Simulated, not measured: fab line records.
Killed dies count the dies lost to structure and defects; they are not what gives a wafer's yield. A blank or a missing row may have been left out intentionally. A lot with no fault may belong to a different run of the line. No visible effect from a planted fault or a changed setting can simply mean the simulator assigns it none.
Matching of chambers    flow n5 finfet    ald metal-02 running N5_BEOL_M11_ALD_74: 4 sister chambers
The step deposits TaN, target thk 2 nm, pulse time 2 s, purge time 3 s. 7 wafers are shown with their chamber, then 7 later ones without.

## WAFERS, EACH WITH ITS CHAMBER
wafer   chamber  heater power w (W)  precursor vessel pressure torr (Torr)
L424.4  0        447                 26.24
L441.3  1        402                 26.25
L436.2  3        380                 26.25
L436.3  3        382                 26.18
L436.4  1        392                 26.32
L440.3  2        409                 26.26
L440.4  2        401                 26.27

## WAFERS MISSING THEIR CHAMBER
wafer   heater power w (W)  precursor vessel pressure torr (Torr)
L440.6  383                 26.26
L442.4  409                 26.18
L442.5  377                 26.28
L442.6  398                 26.30
L444.1  464                 26.30
L444.3  412                 26.20
L444.4  402                 26.23

## WHICH CHAMBER EACH ONE RAN IN
wafer   from the rows above      in truth
L440.6  can't be placed: 3 or 1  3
L442.4  can't be placed: 2 or 1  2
L442.5  3                        3
L442.6  can't be placed: 1 or 2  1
L444.1  0                        0
L444.3  can't be placed: 2 or 1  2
L444.4  can't be placed: 2 or 1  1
Correctly placed: 2 of 7. Can't be placed from these rows: 5 (the true chamber is among the candidates in 5). Number placed wrongly: 0.
How it was worked out, from the rows above alone: a wafer's distance from a chamber is the root of the sum, over the readings, of the square of ((its reading less the chamber's mean) divided by the reading's scatter). If the next closest chamber is less than 2 further off than the closest, the wafer can't be placed; otherwise it belongs to the closest. A chamber's mean is the mean of its shown wafers. The scatter is the square root of a quotient: the sum, over the shown wafers, of each reading's squared deviation from its chamber's mean, divided by wafers minus chambers.
